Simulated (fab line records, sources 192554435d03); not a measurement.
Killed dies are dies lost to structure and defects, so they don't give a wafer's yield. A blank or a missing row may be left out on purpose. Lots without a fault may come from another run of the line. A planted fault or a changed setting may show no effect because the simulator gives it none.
fab line records | flow n5_finfet
record lots=7 wafers=19 last_day=16
route steps=1938 shown PMOS_HMC_CHANNEL_EPI@84 FIN_SAQP@90 STI_FIN_REVEAL@196 BEOL_M4@1111
lots that met no fault: from a run of the same line without faults
start_h: hours from the record's first day to the start of the lot's first wafer shown | wait_h: hours since the lot's step before | " the same as in the row above | L1.1+2: a row that stands for several wafers | - no value, or no start given | * or withheld: withheld | < > ~ a bound
route shown NAME@n: a module of which the file shows steps, and the number in the route of the first | usual: mean/standard deviation of fault-free wafers | same: alike in all rows | chamber/n: place in a boat | sites: the reading at each site | _std_site: their standard deviation | _edge_site: outer sites' mean less inner sites' | radius_mm: how far each site lies from the wafer's centre | mask NAME#n: copy n | behind: the tool/chamber that last shaped the wafer | hold: why the lot was held/for how many hours/how that ended | device: the transistor (n, p or np) that didn't switch | end of line: the same wafers' tests at the end of the route | a step without rows: its recipe alone | killed: dies lost to structure and defects at the first sort, not the wafer's yield | map: a wafer's dies, x killed, . not, _ none there
set.NAME: the setting as run; set.NAME@STEP: as run at that earlier step | model.NAME: the simulator's own value behind a step, which no gauge read
lots at some steps of the route; a table a step, a row a wafer
services: from which hour (start_h, from the record's first day; less than 0 if before it) a tool's chamber was out of use, for how many hours, and why
## steps
# step N5_PMOS_HMC_CHANNEL_EPI_PRECLEAN_37
# recipe chemistry=O3/DIW time_s=45 temp_c=22 o3_ppm=10
# step N5_PMOS_HMC_CHANNEL_EPI_PRECLEAN_24
# recipe chemistry=DHF time_s=30 temp_c=25 dilution=withheld
# step N5_PMOS_HMC_CHANNEL_EPI_SRD_25
# recipe dry=ipa_marangoni do_ppb=5 time_s=30 temp_c=23 rinse_liquid=diw
# step N5_PMOS_HMC_CHANNEL_EPI_EPI_26
# recipe material=Si target_thk_a=38 temp_c=650 precursor=SiH4/H2 pressure_torr=20 time_s=22.7
# usual throttle_valve_pct=11.15/0.17
# columns lot.wafer tool chamber start_h wait_h throttle_valve_pct
L227.1 epi_rpcvd-03 0 19.92 0.0 11.20
L227.5 " 0 " " 11.04
L227.6 " 0 " " 11.03
L235.1 epi_rpcvd-03 0 68.04 0.0 11.09
L235.3 " 0 " " 11.09
L235.5 " 0 " " 11.21
L240.1 epi_rpcvd-02 0 98.90 0.0 11.02
L240.2 " 0 " " 11.07
L242.2 epi_rpcvd-03 0 113.72 0.1 10.99
L242.3 " 0 " " 10.85
L244.2 epi_rpcvd-03 0 121.73 0.1 10.88
L244.5 " 0 " " 11.23
L244.6 " 0 " " 11.09
L247.1 epi_rpcvd-02 0 139.91 0.0 11.40
L247.4 " 0 " " 11.31
L247.6 " 0 " " 11.42
L249.1 epi_rpcvd-02 0 151.43 0.0 11.22
L249.5 " 0 " " 11.24
L249.6 " 0 " " 11.16
# step N5_PMOS_HMC_CHANNEL_EPI_INSPECT_30
# recipe inspect_instrument=darkfield mode=post_epi
# usual raw_defect_count=19/6.8
# columns lot.wafer tool chamber start_h wait_h raw_defect_count
L227.1 defect_inspect-02 - 20.29 0.0 15
L227.5 " - " " 15
L227.6 " - " " 15
L235.1 defect_inspect-01 - 68.42 0.0 15
L235.3 " - " " 16
L235.5 " - " " 25
L240.1 defect_inspect-02 - 99.37 0.0 13
L240.2 " - " " 28
L242.2 defect_inspect-02 - 114.12 0.0 30
L242.3 " - " " 15
L244.2 defect_inspect-01 - 122.13 0.0 25
L244.5 " - " " 11
L244.6 " - " " 15
L247.1 defect_inspect-02 - 140.28 0.0 16
L247.4 " - " " 15
L247.6 " - " " 17
L249.1 defect_inspect-01 - 151.90 0.0 15
L249.5 " - " " 19
L249.6 " - " " 17
# step N5_FIN_SAQP_PRECLEAN_42
# recipe chemistry=O3/DIW time_s=60 temp_c=22 o3_ppm=10
# step N5_FIN_SAQP_PRECLEAN_00
# recipe chemistry=SC1 time_s=60 temp_c=55 mix=1:2:50
# step N5_FIN_SAQP_PRECLEAN_44
# recipe chemistry=SC2 time_s=45 temp_c=35 mix=1:1:50
# step N5_FIN_SAQP_SRD_01
# recipe dry=ipa_marangoni time_s=30 temp_c=23 rinse_liquid=diw
# step N5_FIN_SAQP_ALD_61
# recipe material=SiO2 target_thk_a=40 temp_c=300 ald_precursor_family=BDEAS ald_co_reactant=O2-plasma pulse_time_s=1 purge_time_s=2 co_reactant_purge_time_s=2 ald_cycles=43 pressure_torr=2
# step N5_FIN_SAQP_DENSIFY_62
# recipe temp_c=700 time_s=60 ambient=N2 idle_temp_c=600 ramp_up_c_per_s=150 ramp_down_c_per_s=60 cool_to_c=600
# step N5_FIN_SAQP_HM_DEP_03
# recipe material=SiNx target_thk_a=380 temp_c=400 precursor=SiH4/NH3/N2 pressure_torr=1.5 rf_w=300 time_s=33.6
# usual heater_power_w=774/99 showerhead_plenum_p_Torr=5.11/0.061 throttle_valve_pct=41/3.3
# columns lot.wafer tool chamber start_h wait_h heater_power_w showerhead_plenum_p_Torr throttle_valve_pct model.SiNx_of_FIN_SAQP_HM_DEP_03.thk_nm
L227.1 pecvd-01 1 20.90 0.2 770 5.08 44 38.05
L227.5 " 0 " " 817 5.13 39 38.48
L227.6 " 2 " " 591 5.14 36 38.41
L235.1 pecvd-04 1 68.96 0.2 858 5.16 46 37.15
L235.3 " 1 " " 847 5.16 46 38.49
L235.5 " 2 " " 755 5.09 36 38.22
L240.1 pecvd-04 1 99.99 0.2 824 5.16 46 37.54
L240.2 " 0 " " 673 4.99 40 29.93
L242.2 pecvd-04 1 114.73 0.2 899 5.16 46 30.07
L242.3 " 0 " " 761 5.00 40 30.56
L244.2 pecvd-04 1 122.77 0.2 893 5.17 46 30.24
L244.5 " 0 " " 755 4.98 40 39.12
L244.6 " 1 " " 901 5.17 46 38.61
L247.1 pecvd-01 2 140.82 0.2 703 5.15 36 38.12
L247.4 " 1 " " 702 5.09 45 38.17
L247.6 " 2 " " 711 5.13 36 38.4
L249.1 pecvd-01 1 152.50 0.2 750 5.08 45 37.38
L249.5 " 0 " " 765 5.14 39 37.99
L249.6 " 2 " " 676 5.14 36 38.36
# step N5_FIN_SAQP_THK_MEAS_05
# usual thk_nm=38.1/0.43
# columns lot.wafer tool chamber start_h wait_h thk_nm
L227.1 film_metro-02 - 20.99 0.1 38.1
L227.5 " - " " 38.5
L227.6 " - " " 38.4
L235.1 film_metro-01 - 69.07 0.1 37.2
L235.3 " - " " 38.5
L235.5 " - " " 38.2
L240.1 film_metro-02 - 100.10 0.1 37.5
L240.2 " - " " 29.9
L242.2 film_metro-01 - 114.85 0.1 30.1
L242.3 " - " " 30.6
L244.2 film_metro-02 - 122.85 0.1 30.2
L244.5 " - " " 39.1
L244.6 " - " " 38.7
L247.1 film_metro-01 - 140.90 0.1 38.1
L247.4 " - " " 38.1
L247.6 " - " " 38.4
L249.1 film_metro-02 - 152.59 0.1 37.3
L249.5 " - " " 38.0
L249.6 " - " " 38.4
# step N5_FIN_SAQP_PECVD_47
# recipe material=a-Si target_thk_a=450 temp_c=400 precursor=SiH4/He pressure_torr=3 rf_w=100 time_s=36.3
# usual heater_power_w=844/96 showerhead_plenum_p_Torr=5.64/0.049 throttle_valve_pct=18.5/1.3
# columns lot.wafer tool chamber start_h wait_h heater_power_w showerhead_plenum_p_Torr throttle_valve_pct
L227.1 pecvd-02 2 21.02 0.0 732 5.67 18.4
L227.5 " 2 " " 740 5.67 18.3
L227.6 " 0 " " 894 5.59 17.7
L235.1 pecvd-01 1 69.11 0.0 767 5.62 19.9
L235.3 " 0 " " 1018 5.66 17.9
L235.5 " 2 " " 694 5.66 16.5
L240.1 pecvd-04 1 100.14 0.0 975 5.69 20.9
L240.2 " 0 " " 754 5.56 18.2
L242.2 pecvd-04 0 114.89 0.0 819 5.56 18.2
L242.3 " 1 " " 967 5.68 20.9
L244.2 pecvd-01 0 122.89 0.0 870 5.66 18.2
L244.5 " 0 " " 866 5.65 17.7
L244.6 " 1 " " 825 5.61 20.0
L247.1 pecvd-02 1 140.94 0.0 851 5.70 18.7
L247.4 " 1 " " 877 5.71 19.0
L247.6 " 2 " " 736 5.68 18.4
L249.1 pecvd-04 0 152.62 0.0 696 5.55 18.2
L249.5 " 0 " " 711 5.56 18.4
L249.6 " 2 " " 913 5.64 16.7
# step N5_FIN_SAQP_PECVD_48
# recipe material=SiNx target_thk_a=250 temp_c=400 precursor=SiH4/NH3/N2 pressure_torr=1.5 rf_w=300 time_s=22.1
# step N5_FIN_SAQP_PECVD_06
# recipe material=a-Si target_thk_a=600 temp_c=400 precursor=SiH4/He pressure_torr=3 rf_w=100 time_s=48.1
# step N5_FIN_SAQP_THK_MEAS_07
# usual thk_nm=59.9/0.89
# columns lot.wafer tool chamber start_h wait_h thk_nm
L227.1 film_metro-02 - 21.19 0.1 58.1
L227.5 " - " " 59.7
L227.6 " - " " 60.4
L235.1 film_metro-01 - 69.28 0.1 58.5
L235.3 " - " " 59.8
L235.5 " - " " 60.4
L240.1 film_metro-02 - 100.38 0.1 59.8
L240.2 " - " " 59.1
L242.2 film_metro-01 - 115.12 0.1 59.6
L242.3 " - " " 61.3
L244.2 film_metro-01 - 123.06 0.1 59.9
L244.5 " - " " 61.4
L244.6 " - " " 60.3
L247.1 film_metro-01 - 141.11 0.1 58.3
L247.4 " - " " 59.4
L247.6 " - " " 59.1
L249.1 film_metro-01 - 152.86 0.1 61.0
L249.5 " - " " 61.7
L249.6 " - " " 61.2
# step N5_FIN_SAQP_HM_DEP_72
# recipe material=SiO2 target_thk_a=120 temp_c=400 precursor=SiH4/N2O pressure_torr=0.75 rf_w=275 time_s=7.2
# step N5_FIN_SAQP_COAT_49
# recipe resist=SOC temp_c=250 time_s=60 spin_rpm=1500 resist_thk_nm=100
# step N5_FIN_SAQP_COAT_50
# recipe resist=SiARC temp_c=220 time_s=60 spin_rpm=1500 resist_thk_nm=35
# step N5_FIN_SAQP_COAT_10
# recipe resist=CAR-ArF spin_rpm=1500 resist_thk_nm=90
# step N5_FIN_SAQP_EBR_12
# recipe solvent=PGMEA ebr_width_mm=1.5
# step N5_FIN_SAQP_SOFTBAKE_11
# recipe temp_c=110 time_s=60 resist=CAR-ArF
# step N5_FIN_SAQP_EXPOSE_13
# recipe mask_id=FIN_CORE na=1.35 source_shape=dipole sigma_inner=0.538 sigma_outer=0.738 polarization=te target_cd_nm=35.6 dose_mj=63.25
# step N5_FIN_SAQP_PEB_14
# recipe peb_temp_c=withheld peb_time_s=60 resist=CAR-ArF
# step N5_FIN_SAQP_DEVELOP_15
# recipe develop_time_s=30 developer=TMAH resist=CAR-ArF dev_temp_c=23 rinse_liquid=diw dry=air_spin
# step N5_FIN_SAQP_CD_MEAS_16
# recipe target_cd_nm=35.6 landing_energy_ev=500 detector=se_inlens
# usual cd_nm=35.5/0.3
# same landing_energy_ev=500
# columns lot.wafer tool chamber start_h wait_h cd_nm
L227.1 cd_sem-01 0 21.58 - 35.0
L227.5 " 0 " " 35.7
L227.6 " 0 " " 35.4
L235.1 cd_sem-03 0 69.76 - 35.7
L235.3 " 0 " " 35.6
L235.5 " 0 " " 35.6
L240.1 cd_sem-02 0 100.89 - 35.4
L240.2 " 0 " " 35.5
L242.2 cd_sem-03 0 115.61 - 35.4
L242.3 " 0 " " 35.8
L244.2 cd_sem-01 0 123.55 - 35.5
L244.5 " 0 " " 35.4
L244.6 " 0 " " 35.5
L247.1 cd_sem-01 0 141.59 - 34.7
L247.4 " 0 " " 35.2
L247.6 " 0 " " 34.9
L249.1 cd_sem-03 0 153.35 - 35.3
L249.5 " 0 " " 35.7
L249.6 " 0 " " 35.5
# step N5_FIN_SAQP_OVL_MEAS_17
# recipe points_per_wafer=44
# usual FIN_CORE_OVL=0.1/0.71
# same points_per_wafer=44
# columns lot.wafer tool chamber start_h wait_h FIN_CORE_OVL[nm]
L227.1 overlay-01 0 21.62 0.0 0.8
L227.5 " 0 " " 0.0
L227.6 " 0 " " 0.5
L235.1 overlay-01 0 69.80 0.0 -0.2
L235.3 " 0 " " 0.5
L235.5 " 0 " " -0.6
L240.1 overlay-01 0 100.93 0.0 0.5
L240.2 " 0 " " 1.4
L242.2 overlay-02 0 115.65 0.0 0.6
L242.3 " 0 " " -0.2
L244.2 overlay-01 0 123.59 0.0 -0.3
L244.5 " 0 " " -0.6
L244.6 " 0 " " -1.3
L247.1 overlay-01 0 141.63 0.0 0.0
L247.4 " 0 " " 0.0
L247.6 " 0 " " 0.1
L249.1 overlay-02 0 153.39 0.0 0.6
L249.5 " 0 " " 1.4
L249.6 " 0 " " 0.8
# step N5_FIN_SAQP_INSPECT_18
# recipe mode=adi inspect_instrument=brightfield
# usual raw_defect_count=413/96
# columns lot.wafer tool chamber start_h wait_h raw_defect_count
L227.1 defect_inspect-02 - 21.64 0.0 420
L227.5 " - " " 444
L227.6 " - " " 497
L235.1 defect_inspect-02 - 69.82 0.0 570
L235.3 " - " " 477
L235.5 " - " " 480
L240.1 defect_inspect-02 - 100.95 0.0 462
L240.2 " - " " 358
L242.2 defect_inspect-01 - 115.67 0.0 401
L242.3 " - " " 408
L244.2 defect_inspect-01 - 123.61 0.0 388
L244.5 " - " " 538
L244.6 " - " " 303
L247.1 defect_inspect-02 - 141.66 0.0 647
L247.4 " - " " 375
L247.6 " - " " 598
L249.1 defect_inspect-02 - 153.41 0.0 412
L249.5 " - " " 497
L249.6 " - " " 459
# step N5_FIN_SAQP_DESCUM_21
# recipe chemistry=O2 time_s=7.9 source_power_w=50 bias_power_w=20 pressure_mtorr=20 rf_frequency_hz=2.712e+07 temp_c=40 resist=CAR-ArF o2_flow_sccm=225
# step N5_FIN_SAQP_ETCH_51
# recipe chemistry=CF4 target=SiARC target_depth_a=455 mask_material=CAR-ArF time_s=75.8 ion_energy_ev=80 pressure_mtorr=40 source_w=545 bias_w=36 Ar_flow_sccm=100 cf4_flow_sccm=100 ends=cleared
# step N5_FIN_SAQP_ETCH_52
# recipe chemistry=N2/H2 target=SOC target_depth_a=1000 overetch_a=200 mask_material=SiARC temp_c=40 time_s=150 ion_energy_ev=200 pressure_mtorr=30 source_w=840 bias_w=150 n2_flow_sccm=200 h2_flow_sccm=200 ends=end_point
# usual drypump_motor_current_A=5.7/0.38 oes_product_au=0.69/0.074 rf_vpp_V=524.3/2.3 showerhead_plenum_p_Torr=2.55/0.077 throttle_valve_pct=17.94/0.2
# columns lot.wafer tool chamber start_h wait_h drypump_motor_current_A oes_product_au rf_hours_counter_h rf_vpp_V showerhead_plenum_p_Torr throttle_valve_pct
L227.1 rie_diel-02 3 21.77 0.0 5.7 0.85 4 528.9 2.71 17.66
L227.5 " 1 " " 5.6 0.68 - 525.7 2.66 18.00
L227.6 " 0 " " 5.3 0.60 - 527.5 2.61 18.30
L235.1 rie_diel-06 1 70.06 0.0 6.1 0.64 231 526.0 2.60 18.06
L235.3 " 2 " " 5.3 0.67 175 520.0 2.42 18.02
L235.5 " 2 " " 5.2 0.67 - 521.6 2.42 17.99
L240.1 rie_diel-06 0 101.08 0.0 5.9 0.61 241 524.2 2.59 17.91
L240.2 " 3 " " 5.9 0.64 212 524.0 2.52 18.33
L242.2 rie_diel-04 0 116.03 0.0 6.2 0.72 85 522.8 2.45 17.64
L242.3 " 2 " " 6.4 0.67 163 521.0 2.45 17.80
L244.2 rie_diel-02 3 123.73 0.0 5.8 0.78 36 527.7 2.69 17.72
L244.5 " 1 " " 5.5 0.65 - 526.5 2.64 18.07
L244.6 " 2 " " 5.0 0.66 - 522.9 2.52 17.85
L247.1 rie_diel-02 1 142.10 0.0 5.6 0.65 193 526.6 2.64 18.08
L247.4 " 3 " " 5.7 0.77 41 529.2 2.69 17.72
L247.6 " 1 " " 5.6 0.64 - 525.8 2.64 18.08
L249.1 rie_diel-06 3 153.69 0.0 5.9 0.62 238 523.1 2.51 18.39
L249.5 " 3 " " 5.9 0.63 - 521.2 2.51 18.39
L249.6 " 0 " " 6.0 0.59 - 525.4 2.58 17.96
# step N5_FIN_SAQP_STRIP_53
# recipe chemistry=N2/H2 temp_c=40 n2_flow_sccm=200 h2_flow_sccm=200 rf_frequency_hz=6e+07
# step N5_FIN_SAQP_HM_OPEN_73
# recipe chemistry=CHF3/O2 target=SiO2 stop_on=a-Si target_depth_a=120 over_etch_frac=1.8 mask_material=SOC time_s=16.8 pressure_mtorr=30 source_w=650 bias_w=170 Ar_flow_sccm=200 CHF3_flow_sccm=50 O2_flow_sccm=5 ion_energy_ev=200 ends=end_point
# step N5_FIN_SAQP_STRIP_74
# recipe chemistry=CHF3/O2 resist=SiARC rf_frequency_hz=6e+07
# step N5_FIN_SAQP_MANDREL_ETCH_22
# recipe target_depth_a=600 chemistry=HBr/Cl2 target=a-Si stop_on=SiNx bt_time_s=10 over_etch_frac=0.5 time_s=30 pressure_mtorr=10 icp_w=800 bias_w=75 HBr_flow_sccm=150 Cl2_flow_sccm=80 ends=end_point
# step N5_FIN_SAQP_STRIP_55
# recipe chemistry=N2/H2 power_w=500 temp_c=40 pressure_mtorr=50 rf_frequency_hz=6e+07 overash_fraction=0.3 bias_power_w=28 h2_frac=0.5 n2_flow_sccm=300 h2_flow_sccm=300
# step N5_FIN_SAQP_STRIP_23
# recipe chemistry=SPM time_s=750 temp_c=130 h2so4_h2o2_vol_ratio=4
# step N5_FIN_SAQP_SRD_66
# recipe dry=ipa_marangoni time_s=30 temp_c=23 rinse_liquid=diw
# step N5_FIN_SAQP_RECESS_75
# recipe chemistry=HF/NH3 target=SiO2 target_depth_a=144 afs_cycles=3 temp_c=30 sublimation_temp_c=180 sublimation_time_s=60
# usual drypump_motor_current_A=5.87/0.26
# columns lot.wafer tool chamber start_h wait_h drypump_motor_current_A
L227.1 vapor_etch-01 0 22.38 0.0 5.54
L227.5 " 1 " " 6.31
L227.6 " 0 " " 5.55
L235.1 vapor_etch-02 0 70.67 0.0 5.78
L235.3 " 0 " " 5.80
L235.5 " 0 " " 5.79
L240.1 vapor_etch-02 1 101.81 0.0 5.83
L240.2 " 0 " " 5.79
L242.2 vapor_etch-02 1 116.65 0.0 5.80
L242.3 " 0 " " 5.80
L244.2 vapor_etch-01 1 124.35 0.0 6.29
L244.5 " 1 " " 6.30
L244.6 " 0 " " 5.51
L247.1 vapor_etch-01 0 142.84 0.0 5.55
L247.4 " 1 " " 6.30
L247.6 " 0 " " 5.61
L249.1 vapor_etch-01 1 154.30 0.0 6.31
L249.5 " 0 " " 5.56
L249.6 " 1 " " 6.31
# step N5_FIN_SAQP_SPACER1_ALD_24
# recipe material=SiO2 target_thk_a=203 temp_c=300 ald_precursor_family=BDEAS ald_co_reactant=O2-plasma pulse_time_s=1 purge_time_s=2 co_reactant_purge_time_s=2 ald_cycles=218 pressure_torr=2
# usual heater_power_w=472/54 precursor_pulse_height_rel=1.001/0.019
# columns lot.wafer tool chamber start_h wait_h heater_power_w precursor_pulse_height_rel
L227.1 ald_sin-04 3 22.77 0.3 429 1.017
L227.5 " 3 " " 433 1.033
L227.6 " 0 " " 497 1.007
L235.1 ald_sin-01 0 71.06 0.3 488 0.994
L235.3 " 2 " " 383 1.020
L235.5 " 1 " " 455 0.978
L240.1 ald_sin-01 3 102.20 0.3 408 1.009
L240.2 " 0 " " 492 1.015
L242.2 ald_sin-03 0 117.16 0.4 577 0.980
L242.3 " 2 " " 498 0.993
L244.2 ald_sin-04 1 124.73 0.3 394 0.984
L244.5 " 0 " " 499 0.992
L244.6 " 3 " " 424 0.979
L247.1 ald_sin-03 1 143.26 0.3 508 0.997
L247.4 " 0 " " 588 0.974
L247.6 " 2 " " 513 0.971
L249.1 ald_sin-04 0 154.69 0.3 491 0.974
L249.5 " 3 " " 433 1.004
L249.6 " 0 " " 492 0.977
# step N5_FIN_SAQP_HM_OPEN_33
# recipe chemistry=CH3F/O2 target=SiNx mask_material=SiO2 target_depth_a=494 time_s=70.6 pressure_mtorr=30 source_w=395 bias_w=73 Ar_flow_sccm=150 CH3F_flow_sccm=30 O2_flow_sccm=20 ion_energy_ev=120 ends=cleared
# usual drypump_motor_current_A=5.6/0.39 etch_rf_on_time_s=69.5/1.2 oes_product_au=0.66/0.072 rf_vpp_V=294/4.7 showerhead_plenum_p_Torr=2.02/0.06 throttle_valve_pct=16.53/0.23
# columns lot.wafer tool chamber start_h wait_h drypump_motor_current_A etch_rf_on_time_s oes_product_au rf_hours_counter_h rf_vpp_V showerhead_plenum_p_Torr throttle_valve_pct model.etch.depth_nm
L227.1 rie_diel-04 3 25.28 0.0 5.7 68.3 0.65 146 301 2.01 16.58 37.28
L227.5 " 0 " " 6.1 69.7 0.72 - 298 1.96 16.29 37.85
L227.6 " 2 " " 6.4 69.5 0.66 - 297 1.92 16.22 37.69
L235.1 rie_diel-06 2 73.58 0.0 5.3 67.6 0.64 176 294 1.93 16.65 36.53
L235.3 " 0 " " 5.9 68.8 0.59 230 294 2.05 16.48 37.69
L235.5 " 2 " " 5.3 69.0 0.64 - 293 1.93 16.63 37.5
L240.1 rie_diel-02 0 104.81 0.0 5.3 67.5 0.79 15 299 2.06 16.49 36.91
L240.2 " 3 " " 5.8 54.6 0.75 29 294 2.12 16.18 29.29
L242.2 rie_diel-06 0 120.21 0.0 6.0 54.8 0.57 252 293 2.05 16.51 29.35
L242.3 " 3 " " 5.9 57.4 0.60 223 295 1.99 17.00 29.92
L244.2 rie_diel-02 2 127.69 0.2 5.0 55.9 0.61 181 294 2.00 16.45 29.47
L244.5 " 0 " " 5.3 70.5 0.78 - 297 2.05 16.51 38.4
L244.6 " 1 " " 5.6 70.8 0.62 - 284 2.08 16.64 37.84
L247.1 rie_diel-06 3 145.90 0.0 5.9 70.4 0.59 235 296 1.98 17.02 37.4
L247.4 " 2 " " 5.3 69.1 0.62 - 294 1.92 16.68 37.38
L247.6 " 3 " " 5.9 72.2 0.59 - 296 1.98 17.03 37.77
L249.1 rie_diel-06 3 157.59 0.1 5.9 69.3 0.59 240 296 1.98 17.04 36.58
L249.5 " 3 " " 5.9 69.9 0.59 - 296 1.98 17.04 37.19
L249.6 " 0 " " 6.0 69.3 0.57 - 295 2.04 16.55 37.74
# step N5_STI_FIN_REVEAL_RECESS_09
# recipe chemistry=HF/NH3 target=SiO2 afs_cycles=11 target_depth_a=425 temp_c=30 sublimation_temp_c=180 sublimation_time_s=60
# usual drypump_motor_current_A=5.86/0.26
# columns lot.wafer tool chamber start_h wait_h drypump_motor_current_A model.SiNx_of_FIN_SAQP_HM_DEP_03.thk_nm
L227.1 vapor_etch-01 0 34.09 0.0 5.55 18
L227.5 " 1 35.15 1.1 6.29 18.4
L227.6 " 0 " " 5.60 18.4
L235.1 vapor_etch-01 1 81.91 0.0 6.30 17.2
L235.3 " 1 " " 6.29 18.6
L235.5 " 1 " " 6.31 18.4
L240.1 vapor_etch-01 0 112.78 0.0 5.54 17.6
L240.2 " 1 " " 6.30 10
L242.2 vapor_etch-02 1 128.13 0.0 5.82 10.2
L242.3 " 1 " " 5.84 10.6
L244.2 vapor_etch-02 1 136.62 0.0 5.82 10.4
L244.5 " 0 137.68 1.1 5.80 19.2
L244.6 " 1 " " 5.83 18.8
L247.1 vapor_etch-02 0 153.69 0.0 5.79 18.2
L247.4 " 1 " " 5.81 18.2
L247.6 " 0 " " 5.77 18.8
L249.1 vapor_etch-01 1 165.52 0.0 6.28 17.4
L249.5 " 0 166.58 1.1 5.56 18
L249.6 " 1 " " 6.29 18.6
# step N5_BEOL_M4_RC_MEAS_101
# usual DIBL_N=36.3/1.6 DIBL_P=36.2/2.1 IOFF_N=0.16/0.031 IOFF_P=0.21/0.034 ION_N=673/11 ION_P=461/7.4 SS_N=71.6/0.55 SS_P=73.3/0.66 VT_N=251/3.2 VT_P=-251/3.5
# columns lot.wafer tool chamber start_h wait_h DIBL_N[mV/V] DIBL_P[mV/V] IOFF_N[nA/um] IOFF_P[nA/um] ION_N[uA/um] ION_P[uA/um] SS_N[mV/dec] SS_P[mV/dec] VT_N[mV] VT_P[mV]
L227.1 prober-02 0 156.85 0.0 35.8 34.0 0.15 0.20 670 462 72.1 72.6 250 -251
L227.5 " 0 " " 36.9 36.3 0.18 0.24 691 473 71.9 73.8 250 -249
L227.6 " 0 " " 35.4 33.8 0.13 0.19 664 464 71.0 73.4 252 -251
L235.1 prober-01 0 209.63 0.0 35.7 34.9 0.15 0.21 682 469 70.8 72.8 251 -251
L235.3 " 0 " " 37.0 35.3 0.17 0.23 684 473 71.1 73.0 247 -248
L235.5 " 0 " " 37.6 36.1 0.18 0.24 678 467 71.8 72.9 249 -249
L240.1 prober-01 0 236.31 0.0 35.9 36.0 0.14 0.18 680 467 71.1 73.3 249 -254
L240.2 " 0 " " 38.6 38.8 0.17 0.23 681 463 72.2 73.6 250 -252
L244.2 prober-02 0 253.97 0.2 39.1 37.0 0.20 0.25 681 462 72.2 73.8 250 -249
L244.5 " 0 " " 37.1 35.0 0.15 0.21 674 469 71.2 73.6 250 -252
L244.6 " 0 " " 35.9 32.7 0.13 0.17 658 452 71.4 72.9 255 -255
L242.2 prober-02 0 256.81 0.2 39.4 39.6 0.23 0.28 686 468 71.9 74.0 247 -246
L242.3 " 0 " " 36.2 36.9 0.16 0.23 668 466 71.2 73.7 250 -245
L247.1 prober-01 0 273.34 0.0 34.2 33.8 0.11 0.13 659 445 72.0 72.5 257 -261
L247.4 " 0 " " 35.8 36.2 0.14 0.16 682 460 71.4 73.6 254 -259
L247.6 " 0 " " 33.2 32.8 0.10 0.13 645 445 71.3 72.1 255 -258
L249.1 prober-01 0 295.50 0.0 34.2 32.4 0.10 0.14 655 453 71.4 71.8 259 -256
L249.5 " 0 " " 38.0 36.4 0.15 0.20 663 455 72.2 73.5 251 -252
L249.6 " 0 " " 34.3 32.8 0.11 0.14 668 458 71.3 72.1 257 -257
## services
# columns tool chamber start_h hours kind
rie_diel-04 1 -2.31 6.6 repair
rie_diel-02 - 11.62 1.2 repair
pecvd-04 - 12.25 0.9 repair
ald_sin-03 3 29.19 3.4 repair
rie_diel-02 3 29.92 4.2 repair
rie_diel-04 0 35.51 9.4 repair
ald_sin-04 - 47.09 0.7 repair
rie_diel-02 3 55.90 7.6 repair
rie_diel-02 0 75.70 2.6 repair
pecvd-04 2 76.54 22.8 repair
pecvd-04 - 76.90 2.8 pm
rie_diel-06 2 87.77 25.7 repair
rie_diel-06 1 88.98 2.9 repair
rie_diel-02 3 89.46 1.7 repair
pecvd-04 2 99.45 17.2 repair
pecvd-02 - 101.87 1.2 repair
rie_diel-06 1 102.88 93.9 repair
ald_sin-04 - 115.50 6.1 pm
pecvd-04 - 135.85 0.9 repair
pecvd-04 1 148.80 8.8 repair
pecvd-01 0 155.28 4.9 repair
pecvd-04 - 157.10 2.5 repair
rie_diel-02 1 162.23 15.8 repair
pecvd-04 - 166.30 2.6 repair
## key
first_sign step=N5_FIN_SAQP_THK_MEAS_05 reading=thk_nm direction=down sigmas=18 usual=* struck=*
effect step=N5_FIN_SAQP_HM_OPEN_33 reading=etch_rf_on_time_s direction=down sigmas=12 usual=* struck=*
model_effect step=N5_FIN_SAQP_HM_DEP_03 value=SiNx_of_FIN_SAQP_HM_DEP_03.thk_nm without=37.94 struck=30.2
model_effect step=N5_FIN_SAQP_HM_OPEN_33 value=etch.depth_nm without=37.25 struck=29.51
model_effect step=N5_STI_FIN_REVEAL_RECESS_09 value=SiNx_of_FIN_SAQP_HM_DEP_03.thk_nm without=18.05 struck=10.3
met_at N5_FIN_SAQP_HM_DEP_03
struck_wafers L240.2,L242.2,L242.3,L244.2
sort_left_out L240.2,L242.2,L242.3,L244.2
onset_between 68.96 99.99
fault kind=process_parameter_drift tool=pecvd-04 chamber=- onset_h=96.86 steps=N5_FIN_SAQP_HM_DEP_03 channel=time_s offset=* shape=step end_h=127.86 scope=struck_wafers_only acts_in=* stated=*
# sort_left_out: the simulated sort isn't trusted on such a fault, so these wafers' sort isn't shown, and their yield isn't known
